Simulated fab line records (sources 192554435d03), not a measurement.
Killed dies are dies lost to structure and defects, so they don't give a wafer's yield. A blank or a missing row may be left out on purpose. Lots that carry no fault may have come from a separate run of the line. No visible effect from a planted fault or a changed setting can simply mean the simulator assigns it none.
Split-lot experiment :: flow n5_finfet :: on a route of 1938 steps: 7 lots, 21 wafers read

== THE SPLIT ==
At N5_FIN_SAQP_EXPOSE_13 (exposes mask FIN CORE, target cd 35.6 nm), the setting dose_mj was moved away from the recipe's 63.25 on 9 of the 21 wafers read, by -5.4% to +4.9%. This setting was run at the recipe's value on the other wafers.

== FROM THE SPLIT TO THE READING: what the file shows between them, 2 steps ==
- N5_FIN_SAQP_PEB_14: peb time 60 s
- N5_FIN_SAQP_DEVELOP_15: develop time 30 s

== THE READING ==
cd_nm (nm) at N5_FIN_SAQP_CD_MEAS_16, where the cd target is 35.6 nm. Typical for fault-free wafers on this fab line: 35.5 nm, with standard deviation 0.35 nm.

wafer: L077.1
tool, chamber at the split: arfi_scanner-03, 0
dose_mj as run: 63.25
against the recipe: recipe
cd_nm, nm: 35.1
against lot-mates on the recipe: -

wafer: L077.5
tool, chamber at the split: arfi_scanner-03, 0
dose_mj as run: 63.25
against the recipe: recipe
cd_nm, nm: 34.9
against lot-mates on the recipe: -

wafer: L077.6
tool, chamber at the split: arfi_scanner-03, 0
dose_mj as run: 66.36
against the recipe: +4.9%
cd_nm, nm: 34.1
against lot-mates on the recipe: -0.9

wafer: L079.1
tool, chamber at the split: arfi_scanner-01, 0
dose_mj as run: 63.25
against the recipe: recipe
cd_nm, nm: 35.5
against lot-mates on the recipe: -

wafer: L079.3
tool, chamber at the split: arfi_scanner-01, 0
dose_mj as run: 63.25
against the recipe: recipe
cd_nm, nm: 35.7
against lot-mates on the recipe: -

wafer: L079.4
tool, chamber at the split: arfi_scanner-01, 0
dose_mj as run: 63.25
against the recipe: recipe
cd_nm, nm: 35.6
against lot-mates on the recipe: -

wafer: L082.1
tool, chamber at the split: arfi_scanner-03, 0
dose_mj as run: 65.72
against the recipe: +3.9%
cd_nm, nm: 34.2
against lot-mates on the recipe: no lot-mate on the recipe

wafer: L082.3
tool, chamber at the split: arfi_scanner-03, 0
dose_mj as run: 65.72
against the recipe: +3.9%
cd_nm, nm: 34.1
against lot-mates on the recipe: no lot-mate on the recipe

wafer: L082.6
tool, chamber at the split: arfi_scanner-03, 0
dose_mj as run: 65.72
against the recipe: +3.9%
cd_nm, nm: 34.2
against lot-mates on the recipe: no lot-mate on the recipe

wafer: L083.1
tool, chamber at the split: arfi_scanner-02, 0
dose_mj as run: 59.81
against the recipe: -5.4%
cd_nm, nm: 36.6
against lot-mates on the recipe: +1.6

wafer: L083.4
tool, chamber at the split: arfi_scanner-02, 0
dose_mj as run: 63.25
against the recipe: recipe
cd_nm, nm: 34.9
against lot-mates on the recipe: -

wafer: L083.5
tool, chamber at the split: arfi_scanner-02, 0
dose_mj as run: 63.25
against the recipe: recipe
cd_nm, nm: 35.1
against lot-mates on the recipe: -

wafer: L086.1
tool, chamber at the split: arfi_scanner-01, 0
dose_mj as run: 63.25
against the recipe: recipe
cd_nm, nm: 35.8
against lot-mates on the recipe: -

wafer: L086.2
tool, chamber at the split: arfi_scanner-01, 0
dose_mj as run: 65.44
against the recipe: +3.5%
cd_nm, nm: 34.6
against lot-mates on the recipe: -1.2

wafer: L086.3
tool, chamber at the split: arfi_scanner-01, 0
dose_mj as run: 65.44
against the recipe: +3.5%
cd_nm, nm: 35.2
against lot-mates on the recipe: -0.6

wafer: L091.1
tool, chamber at the split: arfi_scanner-02, 0
dose_mj as run: 63.25
against the recipe: recipe
cd_nm, nm: 35.5
against lot-mates on the recipe: -

wafer: L091.2
tool, chamber at the split: arfi_scanner-02, 0
dose_mj as run: 63.25
against the recipe: recipe
cd_nm, nm: 35.3
against lot-mates on the recipe: -

wafer: L091.5
tool, chamber at the split: arfi_scanner-02, 0
dose_mj as run: 63.25
against the recipe: recipe
cd_nm, nm: 34.9
against lot-mates on the recipe: -

wafer: L095.3
tool, chamber at the split: arfi_scanner-02, 0
dose_mj as run: 61.91
against the recipe: -2.1%
cd_nm, nm: 35.8
against lot-mates on the recipe: +0.9

wafer: L095.4
tool, chamber at the split: arfi_scanner-02, 0
dose_mj as run: 63.25
against the recipe: recipe
cd_nm, nm: 34.9
against lot-mates on the recipe: -

wafer: L095.5
tool, chamber at the split: arfi_scanner-02, 0
dose_mj as run: 61.91
against the recipe: -2.1%
cd_nm, nm: 35.9
against lot-mates on the recipe: +1.0

THE FIT
A straight line over all 21 wafers: cd_nm changes by -0.236 nm for each +1% of dose_mj; r = -0.88; the points scatter about the line by 0.32 nm.
The same after taking each lot's own level away (the mean of its wafers on the recipe; 18 wafers): -0.272 nm for each +1%; r = -0.94; scatter 0.23 nm.
According to that fit, moving dose_mj by its largest amount changes the reading by 1.5 nm.
Across the lots, their own levels run from 34.90 to 35.80 nm, a range of 2.6 times the standard deviation given above.
In other words, the slope is changed by the lot-to-lot level; the two fits disagree.
Check: with one of the wafers moved furthest among these (-5.4%) left out of the fit, the line predicts +1.52 nm for it against its lot-mates. It came out at +1.6 nm against them.

== ADDITIONAL SPLITS CARRIED BY THESE WAFERS ==
Before the reading, these wafers also passed through other splits. Each is held against what the fit with the lots' levels taken away leaves over:
other split on the same wafers: N5_WELL_APT_EXPOSE_05 dose_mj
wafers away from the commonest value: 7
r with cd_nm (lot level and that fit taken away): +0.00

other split on the same wafers: N5_WELL_APT_DESCUM_13 time_s
wafers away from the commonest value: 8
r with cd_nm (lot level and that fit taken away): -0.03

other split on the same wafers: N5_FIN_SAQP_PECVD_06 time_s
wafers away from the commonest value: 8
r with cd_nm (lot level and that fit taken away): +0.11

== FILE'S OWN FIT ==
cd_nm changes by -0.265 nm for each +1% of dose_mj, r = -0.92.
